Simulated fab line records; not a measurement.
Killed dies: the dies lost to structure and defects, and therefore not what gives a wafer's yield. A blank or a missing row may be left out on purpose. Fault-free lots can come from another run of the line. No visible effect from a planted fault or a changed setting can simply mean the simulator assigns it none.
One fault seen from 2 desks ; flow nand-harc ; each desk has only its own numbers; what lay behind them comes last

## METROLOGY DESK
Means of the sampled wafers that have a number, per lot and without regard to the tool the lot ran on: this is what the gauges read. If a lot's mean is further than 4 standard deviations from the usual mean, the lot is out of limits and carries the mark OUT (the distance appears in the brackets).
Columns: A = thk-nm at NHARC_A_ONON_D1_THK_MEAS_02, usual 1003 nm
lot;first seen here;A
L715;day 7 14:14;1003
L716;day 8 01:55;994
L717;day 8 12:41;971
L718;day 9 01:30;1007
L719;day 9 08:54;997
L720;day 9 19:53;1009
L721;day 10 06:04;1286 (+28) OUT
L722;day 10 20:55;1265 (+26) OUT
L723;day 11 03:25;1299 (+30) OUT
L724;day 11 11:32;1289 (+29) OUT
L726;day 12 06:32;1000
L728;day 12 22:52;1016
L730;day 14 04:02;999
L732;day 14 22:34;1007
L735;day 16 02:16;1000
L737;day 16 21:34;1007
This desk finds L721, L722, L723, L724 out of limits, L721 being first, at day 10 06:04 (thk-nm at NHARC_A_ONON_D1_THK_MEAS_02). L715, L716, L717, L718, L719, L720, L726, L728, L730, L732, L735, L737: within limits.

## TOOL OWNER'S DESK, pecvd-onon-01
The tool's own readings at NHARC_A_ONON_D1_DEP_00 (target thk 1000 nm): means of the sampled wafers that have a number, for each lot that ran on this tool. If a lot's mean is further than 4 standard deviations from the usual mean, the lot is out of limits and carries the mark OUT (the distance appears in the brackets).
Columns: A = sih4-flow-sccm at NHARC_A_ONON_D1_DEP_00, usual 209.9 sccm
lot;first seen here;A
L715;day 7 13:44;209.3
L716;day 8 01:28;209.8
L717;day 8 12:10;210.7
L720;day 9 19:25;209.4
L721;day 10 05:33;209.6
L722;day 10 20:25;209.6
L723;day 11 02:55;209.9
L724;day 11 11:05;210.4
This desk's verdict: no lot among the 8 shows anything out of limits.

## PUT TOGETHER
At day 10 06:04 the metrology desk could have sounded an alarm, on L721, L722, L723, L724.
Nothing out of limits was seen by the tool owner's desk.
On record at the tool owner's desk: L721, L722, L723, L724, within its limits.
Every lot named ran NHARC_A_ONON_D1_DEP_00 on pecvd-onon-01.

## WHAT WAS PUT IN BY THE SIMULATOR
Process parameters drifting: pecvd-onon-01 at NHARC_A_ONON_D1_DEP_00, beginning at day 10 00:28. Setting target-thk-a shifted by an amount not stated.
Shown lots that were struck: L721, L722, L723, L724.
Per desk, hours elapsed from the start of the fault to the first reading out of limits: for the metrology desk, 6.
